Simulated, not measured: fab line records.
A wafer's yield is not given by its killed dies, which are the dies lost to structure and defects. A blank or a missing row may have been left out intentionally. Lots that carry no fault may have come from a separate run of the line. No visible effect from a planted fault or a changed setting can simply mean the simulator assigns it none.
fab line records | flow n5_finfet
[record] lots = 7 | wafers = 21 | last_day = 16
route steps=1938 shown WELL_APT@38 BEOL_M4@1111 PASSIVATION@1936
lots that met no fault: from a run of the same line without faults
start_h: the number of hours between the record's first day and the start of the first shown wafer of the lot | wait_h: time in hours since the lot's previous step | " as in the row above | L1.1+2: one row covering several wafers at once | - either no value or no given start | * or withheld: withheld | < > ~ a bound
route shown NAME@n: NAME is a module with steps in the file, n the number in the route of the first one | usual: average and standard deviation across the fault-free wafers | same: alike in all rows | chamber/n: place in a boat | sites: each site's reading | _std_site: how widely they spread, as a standard deviation | _edge_site: mean of outer sites minus mean of inner sites | radius_mm: for every site, how far away it sits from the centre of the wafer | mask NAME#n: copy n | behind: the last tool/chamber to shape the wafer | hold: the reason the lot was held/the length of the hold in hours/how it ended | device: names the non-switching transistor (n, p or np) | end of line: the same wafers' tests at the end of the route | a step with no rows: only its recipe | killed: at the first sort, the dies lost to defects and structure; wafer yield is something else | map: a wafer's dies, x killed, . not, _ none there
set.NAME: the setting the step ran with; set.NAME@STEP: the setting that earlier step ran with | model.NAME: the simulator's own value behind a step, which no gauge read
lots at some steps of the route; a table a step, a row a wafer
services: a tool's chamber out of use, with start hour (start_h, from the record's first day; less than 0 if before it), hours out, and reason
[[steps]]
[step N5_WELL_APT_SOFTBAKE_20]
[recipe] temp_c = 130 | time_s = 60
[step N5_WELL_APT_EXPOSE_22]
[recipe] mask_id = PWELL | na = 0.8 | source_shape = conventional | sigma_outer = 0.8 | polarization = unpolarized | defocus_nm = 0 | target_cd_nm = 200 | dose_mj = 23.2
[step N5_WELL_APT_PEB_23]
[recipe] peb_temp_c = 130 | peb_time_s = 90
[step N5_WELL_APT_DEVELOP_24]
[recipe] develop_time_s = 45 | rinse_liquid = surfactant_rinse | dry = air_spin | dev_temp_c = 21
[step N5_WELL_APT_HARDBAKE_29]
[recipe] temp_c = 130 | time_s = 120
[step N5_WELL_APT_CD_MEAS_25]
[recipe] target_cd_nm = 200 | landing_energy_ev = 500 | detector = se_inlens
[usual] cd_nm = 199.0/1.9
lot.wafer | tool      | chamber | start_h | wait_h | cd_nm
L104.1    | cd_sem-03 | 0       | 27.22   | -      | 200.3
L104.4    | "         | 0       | "       | "      | 199.8
L104.6    | "         | 0       | "       | "      | 199.3
L105.1    | cd_sem-03 | 0       | 32.80   | -      | 200.4
L105.3    | "         | 0       | "       | "      | 198.2
L105.6    | "         | 0       | "       | "      | 200.6
L114.3    | cd_sem-01 | 0       | 87.06   | -      | 200.2
L114.5    | "         | 0       | "       | "      | 199.3
L114.6    | "         | 0       | "       | "      | 196.3
L116.1    | cd_sem-01 | 0       | 98.93   | -      | 199.8
L116.4    | "         | 0       | "       | "      | 200.8
L116.5    | "         | 0       | "       | "      | 200.2
L120.1    | cd_sem-03 | 0       | 122.79  | -      | 197.2
L120.2    | "         | 0       | "       | "      | 200.5
L120.3    | "         | 0       | "       | "      | 196.8
L121.2    | cd_sem-01 | 0       | 128.82  | -      | 200.0
L121.3    | "         | 0       | "       | "      | 198.2
L121.4    | "         | 0       | "       | "      | 200.0
L122.1    | cd_sem-01 | 0       | 135.33  | -      | 198.5
L122.2    | "         | 0       | "       | "      | 199.5
L122.5    | "         | 0       | "       | "      | 202.1
[step N5_WELL_APT_OVL_MEAS_26]
[recipe] points_per_wafer = 44
[usual] PWELL_OVL = 1/6.8
lot.wafer | tool       | chamber | start_h | wait_h | PWELL_OVL[nm]
L104.1    | overlay-02 | 0       | 27.25   | 0.0    | 1
L104.4    | "          | 0       | "       | "      | -2
L104.6    | "          | 0       | "       | "      | 3
L105.1    | overlay-02 | 0       | 32.83   | 0.0    | 1
L105.3    | "          | 0       | "       | "      | 2
L105.6    | "          | 0       | "       | "      | 4
L114.3    | overlay-02 | 0       | 87.09   | 0.0    | 5
L114.5    | "          | 0       | "       | "      | -2
L114.6    | "          | 0       | "       | "      | 4
L116.1    | overlay-02 | 0       | 98.96   | 0.0    | -3
L116.4    | "          | 0       | "       | "      | -6
L116.5    | "          | 0       | "       | "      | 0
L120.1    | overlay-02 | 0       | 122.82  | 0.0    | 2
L120.2    | "          | 0       | "       | "      | 2
L120.3    | "          | 0       | "       | "      | 0
L121.2    | overlay-02 | 0       | 128.85  | 0.0    | -9
L121.3    | "          | 0       | "       | "      | -7
L121.4    | "          | 0       | "       | "      | -1
L122.1    | overlay-01 | 0       | 135.36  | 0.0    | -9
L122.2    | "          | 0       | "       | "      | -10
L122.5    | "          | 0       | "       | "      | -10
[step N5_WELL_APT_INSPECT_27]
[recipe] mode = adi | inspect_instrument = macro
[usual] raw_defect_count = 2.1/1.5
lot.wafer | tool              | chamber | start_h | wait_h | raw_defect_count
L104.1    | defect_inspect-02 | -       | 27.28   | 0.0    | 3
L104.4    | "                 | -       | "       | "      | 2
L104.6    | "                 | -       | "       | "      | 2
L105.1    | defect_inspect-02 | -       | 32.86   | 0.0    | 2
L105.3    | "                 | -       | "       | "      | 2
L105.6    | "                 | -       | "       | "      | 2
L114.3    | defect_inspect-01 | -       | 87.12   | 0.0    | 1
L114.5    | "                 | -       | "       | "      | 3
L114.6    | "                 | -       | "       | "      | 0
L116.1    | defect_inspect-01 | -       | 98.99   | 0.0    | 3
L116.4    | "                 | -       | "       | "      | 0
L116.5    | "                 | -       | "       | "      | 3
L120.1    | defect_inspect-01 | -       | 122.85  | 0.0    | 2
L120.2    | "                 | -       | "       | "      | 2
L120.3    | "                 | -       | "       | "      | 1
L121.2    | defect_inspect-01 | -       | 128.88  | 0.0    | 2
L121.3    | "                 | -       | "       | "      | 3
L121.4    | "                 | -       | "       | "      | 2
L122.1    | defect_inspect-02 | -       | 135.38  | 0.0    | 4
L122.2    | "                 | -       | "       | "      | 6
L122.5    | "                 | -       | "       | "      | 2
[step N5_WELL_APT_DESCUM_30]
[recipe] chemistry = O2 | time_s = 7.9 | source_power_w = 50 | bias_power_w = 20 | pressure_mtorr = 20 | rf_frequency_hz = 2.712e+07 | temp_c = 40 | o2_flow_sccm = 225
[usual] drypump_motor_current_A = 5.6/0.46 | oes_product_au = 0.78/0.086 | rf_vpp_V = 243.1/1.3 | showerhead_plenum_p_Torr = 2.09/0.05 | throttle_valve_pct = 20.48/0.23
[same] time_s = 7.9
lot.wafer | tool        | chamber | start_h | wait_h | drypump_motor_current_A | oes_product_au | rf_hours_counter_h | rf_vpp_V | showerhead_plenum_p_Torr | throttle_valve_pct
L104.1    | rie_diel-03 | 3       | 27.31   | 0.0    | 5.1                     | 0.79           | 89                 | 245.5    | 2.18                     | 20.19
L104.4    | "           | 0       | "       | "      | 6.1                     | 0.68           | 239                | 244.0    | 2.07                     | 21.06
L104.6    | "           | 2       | "       | "      | 5.9                     | 0.74           | -                  | 244.2    | 2.10                     | 20.44
L105.1    | rie_diel-03 | 3       | 33.07   | 0.2    | 5.1                     | 0.79           | 91                 | 243.6    | 2.18                     | 20.20
L105.3    | "           | 2       | "       | "      | 5.9                     | 0.75           | 166                | 243.4    | 2.10                     | 20.42
L105.6    | "           | 2       | "       | "      | 5.9                     | 0.74           | -                  | 244.0    | 2.10                     | 20.42
L114.3    | rie_diel-03 | 1       | 87.15   | 0.0    | 5.3                     | 0.86           | 45                 | 241.9    | 2.06                     | 20.24
L114.5    | "           | 1       | "       | "      | 5.3                     | 0.86           | -                  | 243.3    | 2.06                     | 20.23
L114.6    | "           | 2       | "       | "      | 5.9                     | 0.73           | -                  | 241.7    | 2.09                     | 20.46
L116.1    | rie_diel-03 | 2       | 99.17   | 0.2    | 5.8                     | 0.72           | 190                | 244.8    | 2.09                     | 20.47
L116.4    | "           | 0       | "       | "      | 6.1                     | 0.96           | 6                  | 242.3    | 2.07                     | 20.67
L116.5    | "           | 0       | "       | "      | 6.1                     | 0.95           | -                  | 242.9    | 2.07                     | 20.68
L120.1    | rie_diel-03 | 1       | 123.04  | 0.2    | 5.3                     | 0.85           | 56                 | 244.1    | 2.06                     | 20.25
L120.2    | "           | 3       | "       | "      | 5.2                     | 0.76           | 123                | 245.3    | 2.17                     | 20.24
L120.3    | "           | 0       | "       | "      | 6.1                     | 0.93           | 13                 | 243.4    | 2.06                     | 20.71
L121.2    | rie_diel-03 | 0       | 128.91  | 0.0    | 6.2                     | 0.95           | 15                 | 243.0    | 2.06                     | 20.71
L121.3    | "           | 2       | "       | "      | 5.9                     | 0.72           | 200                | 242.5    | 2.09                     | 20.49
L121.4    | "           | 1       | "       | "      | 5.3                     | 0.85           | 58                 | 241.6    | 2.06                     | 20.27
L122.1    | rie_diel-04 | 0       | 135.47  | 0.1    | 5.0                     | 0.69           | 240                | 242.4    | 2.04                     | 20.52
L122.2    | "           | 3       | "       | "      | 6.2                     | 0.69           | 246                | 241.4    | 2.06                     | 20.51
L122.5    | "           | 1       | "       | "      | 6.0                     | 0.75           | -                  | 244.4    | 2.17                     | 20.79
[step N5_WELL_APT_IMPLANT_31]
[recipe] species = B | energy_kev = 60 | dose_cm2 = 1.5e+13 | tilt_deg = 0 | rotation_deg = 0
[step N5_WELL_APT_IMPLANT_32]
[recipe] species = BF2 | energy_kev = 50 | dose_cm2 = 2e+13 | tilt_deg = 0 | rotation_deg = 0
[step N5_WELL_APT_STRIP_33]
[recipe] chemistry = SPM | time_s = 900 | temp_c = 130 | h2so4_h2o2_vol_ratio = 4 | dry = ipa_marangoni
[step N5_WELL_APT_RTA_34]
[recipe] temp_c = 1000 | time_s = 10 | ambient = N2 | idle_temp_c = 600 | ramp_up_c_per_s = 150 | ramp_down_c_per_s = 60 | cool_to_c = 600
[usual] lamp_power_pct = 13.00/0.052 | lamp_zone_1_pct = 12.996/0.026 | lamp_zone_2_pct = 12.993/0.026 | lamp_zone_3_pct = 12.997/0.025 | lamp_zone_4_pct = 12.995/0.028 | lamp_zone_5_pct = 12.997/0.027 | lamp_zone_6_pct = 12.920/0.028 | lamp_zone_7_pct = 13.423/0.025 | wafer_temp_C_max = 1003.7/1.1
[same] time_s = 10
lot.wafer | tool          | chamber | start_h | wait_h | lamp_power_pct | lamp_zone_1_pct | lamp_zone_2_pct | lamp_zone_3_pct | lamp_zone_4_pct | lamp_zone_5_pct | lamp_zone_6_pct | lamp_zone_7_pct | wafer_temp_C_max
L104.1    | rtp_anneal-01 | 0       | 28.23   | 0.1    | 12.91          | 12.969          | 13.004          | 12.987          | 12.976          | 13.002          | 12.975          | 13.429          | 1005.8
L104.4    | "             | 0       | "       | "      | 13.01          | 12.988          | 12.978          | 12.985          | 12.978          | 12.994          | 12.936          | 13.430          | 1005.0
L104.6    | "             | 0       | "       | "      | 13.04          | 13.002          | 13.004          | 12.978          | 12.995          | 12.965          | 12.873          | 13.432          | 1003.6
L105.1    | rtp_anneal-02 | 0       | 34.10   | 0.3    | 13.06          | 13.009          | 13.013          | 12.979          | 13.053          | 12.995          | 12.897          | 13.399          | 1005.0
L105.3    | "             | 0       | "       | "      | 12.98          | 12.965          | 12.999          | 13.024          | 13.051          | 13.041          | 12.892          | 13.389          | 1003.2
L105.6    | "             | 0       | "       | "      | 13.02          | 13.033          | 12.942          | 12.963          | 12.984          | 13.003          | 12.930          | 13.457          | 1003.2
L114.3    | rtp_anneal-02 | 0       | 88.01   | 0.1    | 12.99          | 12.975          | 12.952          | 12.991          | 13.053          | 12.985          | 12.973          | 13.430          | 1003.8
L114.5    | "             | 0       | "       | "      | 13.04          | 12.993          | 12.992          | 12.969          | 12.982          | 13.005          | 12.931          | 13.413          | 1003.3
L114.6    | "             | 0       | "       | "      | 13.01          | 13.004          | 12.986          | 13.027          | 12.922          | 13.005          | 12.900          | 13.470          | 1004.3
L116.1    | rtp_anneal-01 | 0       | 99.94   | 0.0    | 13.03          | 12.989          | 13.043          | 13.002          | 12.966          | 13.025          | 12.913          | 13.433          | 1003.2
L116.4    | "             | 0       | "       | "      | 13.04          | 12.989          | 13.025          | 12.962          | 13.013          | 13.033          | 12.902          | 13.412          | 1001.4
L116.5    | "             | 0       | "       | "      | 13.01          | 13.047          | 12.968          | 12.996          | 13.030          | 12.953          | 12.945          | 13.439          | 1003.2
L120.1    | rtp_anneal-02 | 0       | 123.80  | 0.0    | 12.19          | 12.178          | 12.203          | 12.177          | 12.166          | 12.179          | 12.072          | 12.577          | 1004.1
L120.2    | "             | 0       | "       | "      | 12.15          | 12.123          | 12.194          | 12.195          | 12.175          | 12.182          | 12.083          | 12.568          | 1002.5
L120.3    | "             | 0       | "       | "      | 12.23          | 12.135          | 12.161          | 12.215          | 12.146          | 12.175          | 12.113          | 12.569          | 1005.3
L121.2    | rtp_anneal-02 | 0       | 129.71  | 0.0    | 12.16          | 12.162          | 12.173          | 12.216          | 12.141          | 12.085          | 12.118          | 12.567          | 1003.9
L121.3    | "             | 0       | "       | "      | 12.16          | 12.193          | 12.209          | 12.196          | 12.213          | 12.154          | 12.150          | 12.546          | 1003.5
L121.4    | "             | 0       | "       | "      | 12.12          | 12.191          | 12.194          | 12.209          | 12.160          | 12.168          | 12.071          | 12.550          | 1005.6
L122.1    | rtp_anneal-02 | 0       | 136.24  | 0.0    | 12.21          | 12.115          | 12.198          | 12.177          | 12.143          | 12.160          | 12.097          | 12.528          | 1004.1
L122.2    | "             | 0       | "       | "      | 12.20          | 12.190          | 12.149          | 12.169          | 12.156          | 12.205          | 12.098          | 12.613          | 1003.2
L122.5    | "             | 0       | "       | "      | 12.25          | 12.183          | 12.126          | 12.164          | 12.234          | 12.149          | 12.082          | 12.534          | 1005.5
[step N5_WELL_APT_OXIDE_STRIP_42]
[recipe] chemistry = dHF | dilution = 25:1 | time_s = 45 | temp_c = 25 | target = SiO2 | target_depth_a = 120
[step N5_BEOL_M4_RC_MEAS_101]
[usual] DIBL_N = 35.8/1.5 | DIBL_P = 35.9/1.8 | IOFF_N = 0.152/0.025 | IOFF_P = 0.21/0.031 | ION_N = 672/11 | ION_P = 462/7.4 | SS_N = 71.5/0.52 | SS_P = 73.2/0.54 | VT_N = 250/3 | VT_P = -250/3.3
lot.wafer | tool      | chamber | start_h | wait_h | DIBL_N[mV/V] | DIBL_P[mV/V] | IOFF_N[nA/um] | IOFF_P[nA/um] | ION_N[uA/um] | ION_P[uA/um] | SS_N[mV/dec] | SS_P[mV/dec] | VT_N[mV] | VT_P[mV]
L105.1    | prober-01 | 0       | 178.53  | 0.0    | 35.7         | 33.7         | 0.129         | 0.16          | 669          | 461          | 71.3         | 72.9         | 254      | -256
L105.3    | "         | 0       | "       | "      | 37.3         | 35.2         | 0.144         | 0.18          | 661          | 450          | 70.8         | 73.3         | 252      | -254
L105.6    | "         | 0       | "       | "      | 36.7         | 33.4         | 0.127         | 0.15          | 661          | 450          | 71.7         | 73.0         | 255      | -257
L104.1    | prober-02 | 0       | 178.78  | 0.0    | 39.1         | 38.8         | 0.194         | 0.27          | 677          | 465          | 71.8         | 73.5         | 247      | -245
L104.4    | "         | 0       | "       | "      | 38.1         | 38.1         | 0.171         | 0.25          | 681          | 476          | 71.5         | 73.6         | 250      | -246
L104.6    | "         | 0       | "       | "      | 40.1         | 39.1         | 0.219         | 0.28          | 693          | 476          | 72.9         | 74.2         | 244      | -245
L114.3    | prober-01 | 0       | 237.07  | 0.3    | 35.1         | 35.8         | 0.145         | 0.19          | 674          | 462          | 71.6         | 74.0         | 250      | -249
L114.5    | "         | 0       | "       | "      | 34.8         | 35.1         | 0.134         | 0.18          | 676          | 461          | 71.4         | 73.3         | 252      | -253
L114.6    | "         | 0       | "       | "      | 36.6         | 37.9         | 0.180         | 0.22          | 681          | 470          | 71.3         | 74.0         | 247      | -252
L116.1    | prober-01 | 0       | 246.32  | 0.0    | 35.7         | 35.7         | 0.149         | 0.20          | 672          | 463          | 71.2         | 73.1         | 250      | -252
L116.4    | "         | 0       | "       | "      | 33.6         | 33.1         | 0.120         | 0.17          | 662          | 451          | 71.3         | 72.5         | 252      | -255
L116.5    | "         | 0       | "       | "      | 34.6         | 34.6         | 0.135         | 0.18          | 679          | 467          | 71.5         | 72.9         | 251      | -254
L120.1    | prober-02 | 0       | 271.44  | 0.0    | 32.2         | 33.9         | 0.127         | 0.18          | 662          | 455          | 71.2         | 71.4         | 252      | -251
L120.2    | "         | 0       | "       | "      | 35.1         | 37.7         | 0.184         | 0.25          | 682          | 466          | 71.7         | 73.6         | 247      | -248
L120.3    | "         | 0       | "       | "      | 33.5         | 34.7         | 0.147         | 0.20          | 670          | 458          | 71.0         | 72.7         | 249      | -250
L121.2    | prober-02 | 0       | 285.99  | 0.2    | 34.3         | 35.6         | 0.129         | 0.20          | 668          | 463          | 71.0         | 73.1         | 256      | -252
L121.3    | "         | 0       | "       | "      | 34.3         | 36.2         | 0.141         | 0.20          | 675          | 465          | 70.4         | 73.1         | 252      | -253
L121.4    | "         | 0       | "       | "      | 36.2         | 38.6         | 0.161         | 0.24          | 676          | 467          | 71.2         | 73.8         | 250      | -252
L122.1    | prober-01 | 0       | 289.18  | 0.0    | 32.4         | 33.2         | 0.116         | 0.20          | 659          | 467          | 71.5         | 72.3         | 253      | -248
L122.2    | "         | 0       | "       | "      | 34.6         | 35.6         | 0.152         | 0.23          | 687          | 476          | 71.6         | 72.6         | 250      | -247
L122.5    | "         | 0       | "       | "      | 34.5         | 35.4         | 0.141         | 0.22          | 655          | 458          | 71.5         | 73.0         | 252      | -245
[step N5_PASSIVATION_PROBE_49]
[usual] defect_limited_yield = 91.7/1.7 | killed_at_M0_to_M3 = 34/10 | killed_at_M4_up = 13/5.1 | killed_at_contacts = 12/6.2 | killed_at_front_end = 36/12 | killed_at_other = 3.2/2.6 | killed_dies = 98/20 | killed_open = 65/13 | killed_short = 32/8.4 | sort_bin_5_function = 4.8/1.1 | sort_bin_6_memory = 3.2/0.74 | sort_n_pass = 1082/20 | sort_yield_pct = 91.7/1.7
[same] gross_dies = 1180 | killed_at_back_side = 0 | sort_bin_4_leakage[%] = 0 | sort_bin_8_speed[%] = 0
lot.wafer | tool      | chamber | start_h | wait_h | defect_limited_yield[%] | killed_at_M0_to_M3 | killed_at_M4_up | killed_at_contacts | killed_at_front_end | killed_at_other | killed_dies | killed_open | killed_short | sort_bin_5_function[%] | sort_bin_6_memory[%] | sort_n_pass | sort_yield_pct[%]
L120.1    | prober-02 | -       | 376.49  | 0.0    | 88.6                    | 35                 | 7               | 19                 | 70                  | 3               | 134         | 83          | 43           | 6.1                    | 4.1                  | 1046        | 88.6
// killed by level:class
L120.1 BEOL_M2:geometric_particle:open=15 FIN_SAQP:geometric_particle:short=14 MOL_CONTACT_COAG:geometric_particle:open=14 STI_FIN_REVEAL:geometric_particle:open=13 FIN_SAQP:geometric_particle:open=10 GATE_CUT:geometric_particle:short=8 HKMG_FIN:area_etch=8 BEOL_M0_SAQP:geometric_particle:open=7
[[services]]
tool          | chamber | start_h | hours | kind
rtp_anneal-01 | -       | 10.40   | 1.3   | repair
rie_diel-03   | 0       | 63.04   | 1.6   | repair
rtp_anneal-02 | -       | 75.97   | 2.9   | pm
rie_diel-03   | 1       | 129.58  | 13.2  | repair
[[key]]
[first_sign] step = N5_WELL_APT_RTA_34 | reading = lamp_zone_7_pct | direction = down | sigmas = 35 | usual = * | struck = *
[effect] step = N5_WELL_APT_RTA_34 | reading = lamp_zone_1_pct | direction = down | sigmas = 32 | usual = * | struck = *
met_at N5_WELL_APT_RTA_34
struck_wafers L120.1,L120.2,L120.3,L121.2,L121.3,L121.4,L122.1,L122.2,L122.5
rows_end L121.2,L121.3,L121.4
onset_between 88.01 123.80
[fault] kind = process_parameter_drift | tool = rtp_anneal-02 | chamber = - | onset_h = 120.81 | steps = N5_WELL_APT_RTA_34 | channel = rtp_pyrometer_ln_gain | offset = 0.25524 | shape = step
// rows_end: these wafers met a further fault down the route, and their rows from its step on are left out
